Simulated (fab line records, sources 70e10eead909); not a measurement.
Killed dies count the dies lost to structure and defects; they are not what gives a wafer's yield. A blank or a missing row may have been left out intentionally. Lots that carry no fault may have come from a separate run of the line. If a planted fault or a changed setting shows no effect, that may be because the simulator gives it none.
Problem report, 8D (eight disciplines) form, completed by code ; flow nand-harc ; the parts of the form that need people (team, actions taken, sign-off) are left out

1. WHAT IS WRONG
raw-defect-count at NHARC_A_M0_INSPECT_11 reads a mean of 684 on 1 wafer of 1 lot; wafers without a fault read 83 with a standard deviation of 37. That puts it +16 standard deviations away from the usual mean.
The first sign was on wafer L927.1 at day 31 10:54, on defect-inspect-02. The record has a number at this step for 36 wafers belonging to 12 lots. Rule for "out" (also "out of limits"): further than 4 standard deviations from the usual mean. All remaining wafers that have a number are taken as sound.

2. WHAT IT IS AND WHAT IT IS NOT
question;is;is not
which readings at this step;raw-defect-count;-
which lots;L927;L907, L909, L910, L911, L912, L914, L915, L916, L917, L925, L929
which wafers of those lots;L927.1;L927.3, L927.6
read on which gauges;defect-inspect-02;defect-inspect-01
when;from day 31 10:54;"up to then (32 sound wafers); but 3 sound wafers of L929 came after"

3. THE SUSPECTS, EACH WITH WHAT RULES IT OUT
Counting: any tool at a process step up to the reading remains a suspect provided it ran every lot that is out. Sound lots after the first of them don't rule it out here, since some wafers of a struck lot are sound.
- the gauge at NHARC_A_M0_INSPECT_11 is ruled out. All the wafers that are out were read on defect-inspect-02, but those of them that NHARC_END_SORT_01 has rows for are out there too, on other tools.
- rie-diel-06 at NHARC_A_BLC_STRIP_29 (strips in CF4): kept. L927, the lot that is out, went through it at day 31 07:40; up to then, the latest sound lot through it was L917 at day 27 13:22.
- ald-metal-02 at NHARC_A_BLC_ALD_23 (deposits TiN, target thk 3 nm, pulse time 1 s, ald cycles 150): kept. L927, the lot that is out, went through it at day 31 08:25; up to then, the latest sound lot through it was L925 at day 29 21:19.
- pecvd-02 at NHARC_A_M0_DEP_00 (deposits SiOC, target thk 150 nm): kept. L927, the lot that is out, went through it at day 31 10:07; up to then, the latest sound lot through it was L925 at day 29 22:32.
- Within rie-diel-06 at NHARC_A_BLC_STRIP_29: the wafers that are out ran in chamber 1; their sound lot-mates ran in chambers 0, 2.
- Within ald-metal-02 at NHARC_A_BLC_ALD_23: the wafers that are out ran in chamber 3; their sound lot-mates ran in chambers 0, 1.
Still standing after the count: rie-diel-06 at NHARC_A_BLC_STRIP_29, ald-metal-02 at NHARC_A_BLC_ALD_23, pecvd-02 at NHARC_A_M0_DEP_00.

4. THE CAUSE (what the simulator had put in)
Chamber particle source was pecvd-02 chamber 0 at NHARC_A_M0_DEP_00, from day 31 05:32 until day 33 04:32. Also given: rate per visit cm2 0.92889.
Counting leaves 3 suspects; this tool is one of them.

5. THE EFFECT CHAIN, in route order
Rows list readings where the struck wafers' mean (over those with a number) sits beyond 3 standard deviations from the usual. Only readings for which the record gives a usual standard deviation are gone through. hours: the time from each lot's start at the first step in this table that gives one to its start at this step, as a median over the lots. sigmas: the change in usual standard deviations.
hours;step;reading;usual;on struck wafers;change;sigmas
0;NHARC_A_M0_INSPECT_11;raw-defect-count;83;684;+601;+16
40;NHARC_END_SORT_01;defect-limited-yield;90.9 %;78.1;-12.8;-4.6
40;NHARC_END_SORT_01;killed-at-array;57;147;+90;+4.5
40;NHARC_END_SORT_01;killed-dies;61;148;+87;+4.6

6. WHAT WOULD HAVE CAUGHT IT SOONER
In this record the first reading out of limits at a measuring or inspecting step was taken at day 31 10:54, 5 hours after the fault began at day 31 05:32.
The start of NHARC_A_M0_DEP_00 on pecvd-02 came by day 31 10:54 for every one of the lots that are out (1). None of them would have been spared by holding the tool at that moment.
